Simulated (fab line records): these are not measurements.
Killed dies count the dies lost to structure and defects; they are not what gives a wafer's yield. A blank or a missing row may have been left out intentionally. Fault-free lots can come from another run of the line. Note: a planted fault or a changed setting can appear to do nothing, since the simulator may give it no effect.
fab line records	flow n5Finfet	part 1 of 2: steps 1 to 5 of 6
record lots=8	wafers=24	lastDay=15
route steps=1938 shown BEOL_M12@1637 BEOL_M15@1827 PASS1_DEP@1831 PASSIVATION@1936
lots with no fault: from the same line, run without faults
startH: hours from the record's opening day to when the first of the lot's shown wafers began	waitH: time in hours since the lot's previous step	" the same as in the row above	L1.1+2: one row covering several wafers at once	- value missing, or start not given	* or withheld: withheld	< > ~ a bound
route shown NAME@n: a module of which the file shows steps, and the number in the route of the first	usual: mean/standard deviation of fault-free wafers	same: alike in all rows	chamber/n: place in a boat	sites: readings site by site	_std_site: the values' standard deviation	_edge_site: outer sites' mean less inner sites'	radiusMm: how far each site lies from the wafer's centre	mask NAME#n: copy n	behind: the last tool/chamber to shape the wafer	hold: what put the lot on hold/how long, in hours/how the hold closed	device: transistor that didn't switch, given as n, p or np	end of line: the tests these same wafers got at the end of their route	a step with no rows: only its recipe	killed: dies lost to structure and defects at the first sort, not the wafer's yield	map: the dies of a wafer, with x for killed, . for not killed, _ for no die there
set.NAME: the setting as run; set.NAME@STEP: as run at that earlier step	model.NAME: the simulator's own value behind a step, which no gauge read
steps of the route over a sample of lots; a table a step, a row a wafer
services: the hour from which a tool's chamber was out of use, counted from the record's first day as startH (under 0 if before that day), plus the number of hours and why
## steps
# step N5_BEOL_M12_ETCH_68
# recipe chemistry=N2/H2	target=SOC	maskMaterial=SiARC	sourceW=3000	biasW=350	tempC=40	timeS=285	ionEnergyEv=200	pressureMtorr=30	n2FlowSccm=200	h2FlowSccm=200
# usual drypumpMotorCurrentA=5.7/0.48	oesProductAu=0.79/0.086	rfVppV=524.4/2.6	showerheadPlenumPTorr=2.56/0.093	throttleValvePct=17.64/0.25
lot.wafer	tool	chamber	startH	waitH	drypumpMotorCurrentA	oesProductAu	rfHoursCounterH	rfVppV	showerheadPlenumPTorr	throttleValvePct
L757.2	rieDiel-03	1	250.47	0.1	5.7	0.77	126	528.0	2.65	17.34
L757.4	"	2	"	"	6.6	0.69	232	526.0	2.61	18.22
L757.5	"	2	"	"	6.6	0.70	-	525.3	2.61	18.20
L758.1	rieDiel-05	1	256.55	0.1	6.1	0.93	13	521.4	2.49	17.57
L758.3	"	0	"	"	5.2	0.69	249	524.5	2.60	17.94
L758.5	"	3	"	"	5.4	0.71	-	522.7	2.52	18.00
L760.2	rieDiel-01	3	260.84	0.1	5.1	0.78	92	527.3	2.68	17.63
L760.3	"	2	"	"	5.4	0.79	104	528.1	2.67	17.57
L760.6	"	2	"	"	5.4	0.79	-	527.0	2.67	17.57
L762.1	rieDiel-01	1	286.12	0.1	6.1	0.69	232	519.9	2.41	17.67
L762.3	"	2	"	"	5.4	0.79	111	528.1	2.67	17.59
L762.6	"	2	"	"	5.4	0.79	-	527.9	2.67	17.59
L763.1	rieDiel-03	0	293.38	0.1	6.3	0.84	66	521.7	2.47	17.59
L763.4	"	3	"	"	6.3	0.75	168	519.6	2.42	17.63
L763.6	"	0	"	"	6.3	0.84	-	521.5	2.46	17.59
L764.1	rieDiel-01	3	296.13	0.1	5.1	0.76	105	527.2	2.68	17.65
L764.3	"	0	"	"	5.5	0.87	37	524.6	2.59	17.22
L764.4	"	2	"	"	5.4	0.78	115	528.0	2.67	17.61
L766.3	rieDiel-01	1	307.93	0.1	6.1	0.69	238	520.5	2.40	17.68
L766.4	"	3	"	"	5.1	0.76	111	526.2	2.67	17.64
L766.6	"	1	"	"	6.1	0.68	-	519.7	2.40	17.67
L768.2	rieDiel-01	3	316.62	0.1	5.1	0.61	114	528.2	2.67	17.66
L768.3	"	2	"	"	5.4	0.79	123	528.2	2.66	17.63
L768.6	"	1	"	"	6.1	0.69	-	520.5	2.40	17.70
# step N5_BEOL_M15_DEP_53
# recipe material=SiCN	targetThkA=500	tempC=withheld	precursor=3MS/NH3	pressureTorr=3	rfW=675	timeS=17.8
# usual showerheadPlenumPTorr=4.16/0.038	showerheadVppV=1627/75	throttleValvePct=18.1/0.96
lot.wafer	tool	chamber	startH	waitH	showerheadPlenumPTorr	showerheadVppV	throttleValvePct
L757.2	pecvd-04	1	281.48	0.0	4.17	1586	19.6
L757.4	"	0	"	"	4.17	1553	17.8
L757.5	"	2	"	"	4.19	1696	16.7
L758.1	pecvd-03	0	285.05	0.0	4.18	1623	19.1
L758.3	"	2	"	"	4.16	1710	16.8
L758.5	"	2	"	"	4.18	1703	16.9
L760.2	pecvd-04	0	285.32	0.0	4.16	1534	17.9
L760.3	"	2	"	"	4.18	1718	16.9
L760.6	"	2	"	"	4.20	1730	17.0
L762.1	pecvd-04	1	306.44	0.0	4.16	1584	19.3
L762.3	"	2	"	"	4.20	1716	17.2
L762.6	"	1	"	"	4.16	1563	19.4
L763.1	pecvd-04	1	312.01	0.0	4.15	1571	19.2
L763.4	"	1	"	"	4.14	1575	19.4
L763.6	"	1	"	"	4.16	1570	19.2
L764.1	pecvd-04	1	318.32	0.0	4.16	1579	19.5
L764.3	"	2	"	"	4.19	1711	16.9
L764.4	"	1	"	"	4.16	1595	19.4
L766.3	pecvd-03	2	330.53	0.0	4.17	1691	17.3
L766.4	"	1	"	"	4.14	1718	17.1
L766.6	"	2	"	"	4.17	1725	17.2
L768.2	pecvd-03	1	340.57	0.0	4.13	1737	17.0
L768.3	"	2	"	"	4.17	1698	17.1
L768.6	"	2	"	"	4.17	1734	17.2
# step N5_BEOL_M15_RS_MEAS_54
# recipe thkMeasGauge=four-point-probe	reads=Cu_of_BEOL_M15_ECD_47+Ta_of_BEOL_M15_SPUTTER_44+TaN_of_BEOL_M15_SPUTTER_43
# usual M15_RS=0.0215/0.00045
lot.wafer	tool	chamber	startH	waitH	M15_RS[ohm/sq]
L757.2	filmMetro-02	-	281.55	0.1	0.0220
L757.4	"	-	"	"	0.0217
L757.5	"	-	"	"	0.0219
L758.1	filmMetro-02	-	285.12	0.0	0.0209
L758.3	"	-	"	"	0.0214
L758.5	"	-	"	"	0.0213
L760.2	filmMetro-02	-	285.39	0.1	0.0216
L760.3	"	-	"	"	0.0224
L760.6	"	-	"	"	0.0222
L762.1	filmMetro-02	-	306.51	0.0	0.0215
L762.3	"	-	"	"	0.0210
L762.6	"	-	"	"	0.0216
L763.1	filmMetro-02	-	312.10	0.1	0.0219
L763.4	"	-	"	"	0.0212
L763.6	"	-	"	"	0.0219
L764.1	filmMetro-01	-	318.40	0.1	0.0213
L764.3	"	-	"	"	0.0216
L764.4	"	-	"	"	0.0221
L766.3	filmMetro-02	-	330.60	0.1	0.0218
L766.4	"	-	"	"	0.0216
L766.6	"	-	"	"	0.0222
L768.2	filmMetro-02	-	340.64	0.1	0.0209
L768.3	"	-	"	"	0.0220
L768.6	"	-	"	"	0.0210
# step N5_BEOL_M15_RC_MEAS_101
# usual COMB_M10=1.39e-11/2.6e-12	COMB_M10_max_site=2e-11/4e-12	COMB_M11=1.5e-11/3.3e-12	COMB_M12=6.8e-12/1.5e-12	COMB_M13=5.3e-12/1.2e-12	COMB_M14=3.9e-12/1.1e-12	COMB_M15=2.8e-12/8.1e-13	COMB_M5=3.7e-11/6.6e-12	COMB_M6=2.6e-11/5.1e-12	COMB_M7=2.6e-11/5e-12	COMB_M7_max_site=3.7e-11/8.5e-12	COMB_M8=2.5e-11/4.6e-12	COMB_M9=1.5e-11/3.4e-12	SERP_M10=3.10/0.072	SERP_M11=3.08/0.079	SERP_M12=0.638/0.015	SERP_M13=0.309/0.007	SERP_M14=0.1620/0.003	SERP_M5=38.5/1.6	SERP_M6=14.1/0.49	SERP_M6_max_site=14.7/0.54	SERP_M7=14.1/0.49	SERP_M8=14.0/0.46	SERP_M9=3.08/0.087
lot.wafer	tool	chamber	startH	waitH	COMB_M10[S/m]	COMB_M10_max_site[S/m]	COMB_M11[S/m]	COMB_M12[S/m]	COMB_M13[S/m]	COMB_M14[S/m]	COMB_M15[S/m]	COMB_M5[S/m]	COMB_M6[S/m]	COMB_M7[S/m]	COMB_M7_max_site[S/m]	COMB_M8[S/m]	COMB_M9[S/m]	SERP_M10[ohm/um]	SERP_M11[ohm/um]	SERP_M12[ohm/um]	SERP_M13[ohm/um]	SERP_M14[ohm/um]	SERP_M5[ohm/um]	SERP_M6[ohm/um]	SERP_M6_max_site[ohm/um]	SERP_M7[ohm/um]	SERP_M8[ohm/um]	SERP_M9[ohm/um]
L757.2	prober-01	0	281.76	0.2	1.78e-11	2.3e-11	1.2e-11	1.02e-11	5.7e-12	3.8e-12	4e-12	5e-11	2.3e-11	3.7e-11	5e-11	2.8e-11	2.2e-11	3.13	3.10	0.630	0.301	0.1599	37.9	14.4	15.2	14.6	13.3	3.05
L757.4	"	0	"	"	1.38e-11	2.2e-11	1.6e-11	9.7e-12	5.4e-12	4.8e-12	4.3e-12	3.6e-11	3.2e-11	3.2e-11	4.7e-11	2.3e-11	1.8e-11	3.13	3.14	0.635	0.308	0.1600	37.1	14.7	15.0	14.3	13.4	3.13
L757.5	"	0	"	"	1.69e-11	2.6e-11	1.4e-11	6.6e-12	5.8e-12	4.9e-12	4.3e-12	3.4e-11	3.1e-11	2.6e-11	3.5e-11	1.8e-11	1.5e-11	3.12	3.11	0.631	0.313	0.1624	37.3	14.0	14.4	14.5	13.9	3.04
L758.1	prober-02	0	285.89	0.7	1.81e-11	2.4e-11	9e-12	8.4e-12	7.1e-12	3.4e-12	2.3e-12	3.2e-11	2.5e-11	3.1e-11	5.8e-11	2.6e-11	1.1e-11	3.20	3.10	0.622	0.309	0.1664	38.9	14.8	15.4	13.8	14.2	3.16
L758.3	"	0	"	"	1.21e-11	1.9e-11	9e-12	9.1e-12	5.1e-12	3e-12	1.6e-12	4e-11	2.2e-11	2.4e-11	3.5e-11	2.6e-11	1.2e-11	3.10	3.19	0.650	0.311	0.1629	38.6	14.2	15.2	13.4	13.9	3.19
L758.5	"	0	"	"	9.7e-12	1.5e-11	1.3e-11	5.5e-12	6e-12	3.6e-12	1.4e-12	4.4e-11	2e-11	2.6e-11	3.4e-11	3e-11	1.3e-11	3.12	3.13	0.646	0.298	0.1616	38.5	14.5	15.1	14.2	13.7	3.20
L760.2	prober-01	0	286.19	0.8	1.44e-11	1.9e-11	2.1e-11	6.9e-12	7.6e-12	4.9e-12	3.4e-12	4.9e-11	2.4e-11	2e-11	3.1e-11	3.1e-11	1.9e-11	3.11	3.12	0.629	0.325	0.1603	38.0	15.0	15.6	15.0	14.3	3.15
L760.3	"	0	"	"	1.57e-11	2.1e-11	1.4e-11	7.6e-12	5.9e-12	6.2e-12	3.3e-12	3.8e-11	2.2e-11	2.2e-11	3e-11	3.2e-11	1.9e-11	3.08	3.18	0.636	0.321	0.1594	42.0	14.4	15.0	14.6	13.9	3.21
L760.6	"	0	"	"	1.7e-11	2.1e-11	1.7e-11	7.4e-12	7.8e-12	5e-12	3.7e-12	4.6e-11	3.3e-11	1.8e-11	2.1e-11	2.4e-11	1.6e-11	3.11	3.03	0.641	0.306	0.1594	39.6	15.0	15.4	14.7	14.7	3.17
L762.1	prober-02	0	306.56	0.0	2.01e-11	2.2e-11	1e-11	5.8e-12	3.6e-12	3.9e-12	2.3e-12	3.2e-11	2.7e-11	2.4e-11	3.7e-11	3.1e-11	1.2e-11	3.15	3.13	0.642	0.303	0.1570	37.5	13.9	14.6	14.1	14.4	2.94
L762.3	"	0	"	"	1.03e-11	1.3e-11	8e-12	4.7e-12	5.6e-12	4.8e-12	2.4e-12	2.9e-11	1.9e-11	3.4e-11	4.5e-11	3.5e-11	1.1e-11	3.07	3.03	0.636	0.313	0.1571	36.9	13.6	13.9	14.1	13.7	3.15
L762.6	"	0	"	"	1.61e-11	2.1e-11	1.3e-11	4.9e-12	5.9e-12	3.9e-12	1.9e-12	3e-11	2e-11	2.4e-11	3.6e-11	2.5e-11	1.4e-11	3.08	3.11	0.639	0.306	0.1589	36.4	13.9	14.6	14.9	14.2	3.11
L763.1	prober-02	0	312.15	0.0	1.53e-11	1.7e-11	1.3e-11	5.6e-12	3.6e-12	4.2e-12	2.9e-12	3.2e-11	2e-11	3e-11	4.3e-11	2.2e-11	1.4e-11	3.19	3.11	0.661	0.309	0.1627	37.4	14.2	14.9	13.9	13.7	3.10
L763.4	"	0	"	"	1.48e-11	2.1e-11	1.4e-11	5.6e-12	5.8e-12	2.9e-12	2.4e-12	3.3e-11	2e-11	3.7e-11	4.5e-11	2.3e-11	1.3e-11	3.06	3.16	0.644	0.319	0.1633	39.7	13.7	14.0	14.0	14.3	3.08
L763.6	"	0	"	"	1.34e-11	2e-11	1.3e-11	5.2e-12	4.9e-12	3.2e-12	1.6e-12	3.8e-11	2.8e-11	2.6e-11	3.8e-11	2.8e-11	1.5e-11	3.24	3.12	0.655	0.306	0.1596	40.2	14.6	15.1	13.2	14.6	2.99
L764.1	prober-02	0	318.45	0.0	1.15e-11	1.5e-11	1.3e-11	6.8e-12	6.1e-12	4.1e-12	2.3e-12	4.7e-11	2.2e-11	2.6e-11	3.8e-11	2.7e-11	1.6e-11	2.96	2.98	0.644	0.307	0.1548	39.3	13.9	14.3	14.4	13.4	3.10
L764.3	"	0	"	"	2.05e-11	2.7e-11	1.2e-11	6.7e-12	5.8e-12	3.1e-12	1.7e-12	3.5e-11	1.3e-11	2.7e-11	3.5e-11	1.9e-11	1.5e-11	3.10	3.11	0.644	0.321	0.1608	38.9	12.9	13.2	13.9	13.6	3.17
L764.4	"	0	"	"	8.6e-12	1.5e-11	1.4e-11	5.4e-12	4.1e-12	2.6e-12	2.3e-12	4.4e-11	2.1e-11	2e-11	2.8e-11	1.8e-11	1.6e-11	2.95	3.19	0.644	0.313	0.1587	39.3	13.7	14.1	14.4	13.6	3.02
L766.3	prober-02	0	330.96	0.3	1.92e-11	2.6e-11	1.3e-11	5.8e-12	4.5e-12	2.2e-12	2.1e-12	3.4e-11	1.5e-11	2.6e-11	3.2e-11	2.5e-11	1.2e-11	2.98	3.03	0.655	0.307	0.1617	37.9	14.1	14.5	13.3	13.5	3.01
L766.4	"	0	"	"	1.31e-11	2.3e-11	1.2e-11	5.4e-12	4.6e-12	2.7e-12	3.1e-12	2.9e-11	2.7e-11	2.4e-11	2.8e-11	2.5e-11	1.6e-11	3.18	3.12	0.637	0.315	0.1593	35.7	13.6	14.2	14.6	13.9	2.97
L766.6	"	0	"	"	1.38e-11	1.5e-11	1.2e-11	5.9e-12	4.4e-12	3.7e-12	1.8e-12	3.1e-11	2.5e-11	2.2e-11	3.7e-11	2.1e-11	1.6e-11	3.11	3.01	0.651	0.308	0.1553	40.5	13.7	14.1	13.3	14.6	3.05
L768.2	prober-02	0	340.85	0.2	1.21e-11	2.1e-11	1.3e-11	6.3e-12	5.7e-12	2.8e-12	2.7e-12	4.2e-11	2.5e-11	2.2e-11	2.7e-11	3.4e-11	9e-12	3.15	3.15	0.684	0.318	0.1617	38.9	14.2	14.7	14.5	14.1	3.10
L768.3	"	0	"	"	1.23e-11	2e-11	1.2e-11	5.6e-12	4e-12	2.4e-12	2.7e-12	3.3e-11	2.6e-11	2.2e-11	3.8e-11	2.8e-11	1.4e-11	2.98	3.06	0.643	0.313	0.1629	36.0	14.1	14.5	14.2	14.3	3.03
L768.6	"	0	"	"	1.35e-11	2.2e-11	1.7e-11	8.5e-12	5e-12	3e-12	2.7e-12	3.1e-11	3.3e-11	2.8e-11	4.4e-11	3.2e-11	1.4e-11	3.12	3.11	0.670	0.307	0.1596	37.1	14.3	14.8	14.6	14.9	2.96
# sites SERP_M12 radiusMm=0,75,75,75,75,140,140,140,140
L757.2 0.615 0.622 0.636 0.634 0.631 0.625 0.636 0.630 0.624
L758.1 0.608 0.622 0.641 0.621 0.632 0.619 0.639 0.630 0.616
L760.2 0.638 0.628 0.626 0.640 0.629 0.629 0.626 0.650 0.634
L762.1 0.634 0.658 0.645 0.642 0.637 0.644 0.631 0.632 0.642
L763.1 0.650 0.644 0.656 0.658 0.661 0.669 0.672 0.668 0.673
L764.1 0.635 0.639 0.635 0.647 0.647 0.660 0.638 0.644 0.650
L766.3 0.649 0.655 0.661 0.664 0.649 0.645 0.648 0.658 0.669
L768.2 0.673 0.676 0.687 0.698 0.690 0.684 0.679 0.695 0.680
# step N5_PASSIVATION_PECVD_00
# recipe material=SiO2	targetThkA=2000	tempC=400	precursor=SiH4/N2O	pressureTorr=2.7	rfW=608	timeS=11.2
# usual heaterPowerW=739/110	showerheadPlenumPTorr=8.15/0.15	showerheadVppV=1536/68	throttleValvePct=51.4/2.9
lot.wafer	tool	chamber	startH	waitH	heaterPowerW	showerheadPlenumPTorr	showerheadVppV	throttleValvePct
L757.2	pecvd-04	0	282.57	0.7	588	8.20	1463	51.3
L757.4	"	0	"	"	568	8.19	1480	51.1
L757.5	"	2	"	"	649	8.29	1622	48.1
L758.1	pecvd-04	1	286.85	0.8	825	8.15	1512	55.4
L758.3	"	2	"	"	715	8.32	1600	48.0
L758.5	"	2	"	"	740	8.33	1629	48.1
L760.2	pecvd-01	2	287.00	0.7	712	7.91	1589	48.8
L760.3	"	1	"	"	681	8.42	1424	54.1
L760.6	"	1	"	"	685	8.40	1409	54.0
L762.1	pecvd-04	2	307.53	0.8	667	8.35	1622	47.9
L762.3	"	2	"	"	673	8.33	1625	48.0
L762.6	"	2	"	"	674	8.34	1636	48.2
L763.1	pecvd-02	0	313.11	0.8	803	8.00	1453	53.8
L763.4	"	2	"	"	837	8.14	1604	49.0
L763.6	"	0	"	"	848	8.00	1486	53.6
L764.1	pecvd-01	1	319.42	0.8	782	8.40	1423	54.3
L764.3	"	0	"	"	684	7.92	1507	53.1
L764.4	"	0	"	"	676	7.90	1492	53.2
L766.3	pecvd-01	2	331.61	0.5	637	7.87	1586	49.4
L766.4	"	2	"	"	643	7.90	1587	49.2
L766.6	"	1	"	"	706	8.38	1419	54.3
L768.2	pecvd-02	1	341.66	0.7	737	8.09	1606	47.5
L768.3	"	2	"	"	905	8.17	1606	49.0
L768.6	"	1	"	"	751	8.08	1617	47.4
## key
firstSign step=N5_BEOL_M15_RC_MEAS_101	reading=SERP_M12	direction=up	sigmas=3	usual=0.638	struck=0.684
effect none on later readings
metAt N5_BEOL_M12_ETCH_68
struckLots L768
struckWafers L768.2
notActingAt N5_BEOL_M15_DEP_53,N5_BEOL_M15_RS_MEAS_54,N5_PASSIVATION_PECVD_00
onsetBetween 307.93 316.62
fault kind=processParameterDrift	tool=rieDiel-01	chamber=-	onsetH=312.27	steps=N5_BEOL_M12_ETCH_68	channel=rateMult	offset=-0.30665	shape=step	endH=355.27	scope=struckWafersOnly
